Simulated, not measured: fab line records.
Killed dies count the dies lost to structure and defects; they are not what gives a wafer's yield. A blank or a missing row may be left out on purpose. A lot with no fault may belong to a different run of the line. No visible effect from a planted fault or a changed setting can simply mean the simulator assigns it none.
A struck lot beside a sound one :: flow n5_finfet :: 16 steps out of a route of 1938
Sound: these wafers, L851.2, L851.4, L851.5. Struck: wafer L843.6; the same lot's L843.2 was not struck, so it is left out; see the end for the cause.
Each step with rows lists, per side, the tool, then ch with its chambers, then its first start. Under that, the readings that differ: sound wafers :: struck wafers :: difference of the means :: sigmas: that difference in standard deviations of wafers without a fault.
alike: a reading whose means differ by less than 2 such deviations, as well as words and numbers matching on both sides. not compared: withheld readings; readings where some wafer has no value; bounds like >300 that might hide an equal value; numbers whose values overlap and for which the record gives no deviation.
Wherever a step has rows on one side only, a row that says differs or no value, or a row with sigmas, the two part there. Numbers that have no deviation but don't overlap get no sigmas and don't part them. A reading missing from all wafers of one side parts the sides only when that side holds two or more wafers.

first, 8 steps without rows for these wafers: N5_BEOL_M0_SAQP_COAT_81 (time 60 s, resist thk 100 nm); N5_BEOL_M0_SAQP_COAT_82 (time 60 s, resist thk 30 nm); N5_BEOL_M0_SAQP_COAT_08 (resist thk 90 nm); N5_BEOL_M0_SAQP_EBR_10; N5_BEOL_M0_SAQP_SOFTBAKE_09 (time 60 s); N5_BEOL_M0_SAQP_EXPOSE_11 (exposes mask M0 CORE, target cd 42 nm); N5_BEOL_M0_SAQP_PEB_12 (peb time 60 s); N5_BEOL_M0_SAQP_DEVELOP_13 (develop time 30 s).
N5_BEOL_M0_SAQP_CD_MEAS_14: the cd target is 42.5 nm.
  sound on cd_sem-03 ch 0, day 10 06:31; struck on cd_sem-02 ch 0, day 8 14:08
  alike: cd_nm
N5_BEOL_M0_SAQP_OVL_MEAS_15:
  sound on overlay-02 ch 0, day 10 06:32; struck on overlay-01 ch 0, day 8 14:10
  alike: M0_CORE_OVL
N5_BEOL_M0_SAQP_INSPECT_16: inspects for defects (brightfield).
  sound on defect_inspect-01 at day 10 06:34; struck on defect_inspect-02 at day 8 14:11
  alike: raw_defect_count
N5_BEOL_M0_SAQP_DESCUM_19: chemistry O2, time 7.9 s.
  sound on rie_diel-03 ch 0,1, day 10 06:36; struck on rie_diel-06 ch 2, day 8 14:22
  alike: drypump_motor_current_A, oes_product_au, rf_vpp_V, showerhead_plenum_p_Torr, throttle_valve_pct
  not compared: rf_hours_counter_h
N5_BEOL_M0_SAQP_ETCH_83: etches SiARC in CF4, target depth 39 nm, time 65 s.
  sound on rie_diel-03 ch 0,1, day 10 06:38; struck on rie_diel-06 ch 2, day 8 14:24
reading: etch_rf_on_time_s (s)
sound: 67.3 65.6 65.9
struck: 128.9
difference: +62.6
sigmas: +42
  alike: drypump_motor_current_A, oes_product_au, rf_vpp_V, showerhead_plenum_p_Torr, throttle_valve_pct
  not compared: rf_hours_counter_h
N5_BEOL_M0_SAQP_ETCH_84: etches SOC in N2/H2, target depth 100 nm, overetch 20 nm, time 150 s.
  sound on rie_diel-03 ch 0,1, day 10 06:41; struck on rie_diel-06 ch 2, day 8 14:27
  alike: drypump_motor_current_A, h2_flow_sccm, oes_product_au, rf_vpp_V, showerhead_plenum_p_Torr, throttle_valve_pct
  not compared: rf_hours_counter_h
-- here the record skips 3 days between the struck wafers' starts before and after, leaving off in module BEOL_M0_SAQP and picking up in module BEOL_M4 (first step shown: number 1111 of the route) --
N5_BEOL_M4_RC_MEAS_101:
  sound on prober-01 ch 0, day 13 04:21; struck on prober-02 ch 0, day 11 04:18
reading: DIBL_N (mV/V)
sound: 34.4 34.6 35.0
struck: 39.5
difference: +4.8
sigmas: +3

reading: SS_N (mV/dec)
sound: 70.5 70.9 70.9
struck: 72.1
difference: +1.3
sigmas: +2
  alike: DIBL_P, IOFF_N, IOFF_P, ION_N, ION_P, SS_P, VT_N, VT_P
-- the record jumps here: 5 days lie between the struck wafers' starts before and after (it left off in module BEOL_M4 and takes up again in module PASSIVATION, whose first step shown is number 1936 of the route) --
N5_PASSIVATION_PROBE_49:
  sound on prober-02 at day 17 01:48; struck on prober-02 at day 15 19:06
reading: killed_at_M4_up
sound: 21 14 23
struck: 1
difference: -18
sigmas: -3
  alike: defect_limited_yield, killed_at_M0_to_M3, killed_at_contacts, killed_at_front_end, killed_at_other, killed_dies, killed_open, killed_short, sort_bin_5_function, sort_bin_6_memory, sort_n_pass, sort_yield_pct

## WHERE THEY PART
Earliest at N5_BEOL_M0_SAQP_ETCH_83; latest, in this record, at N5_PASSIVATION_PROBE_49.

WHY: whatever the simulator had introduced
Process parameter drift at N5_BEOL_M0_SAQP_ETCH_83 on rie_diel-06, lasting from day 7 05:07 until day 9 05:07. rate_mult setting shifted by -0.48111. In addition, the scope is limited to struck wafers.
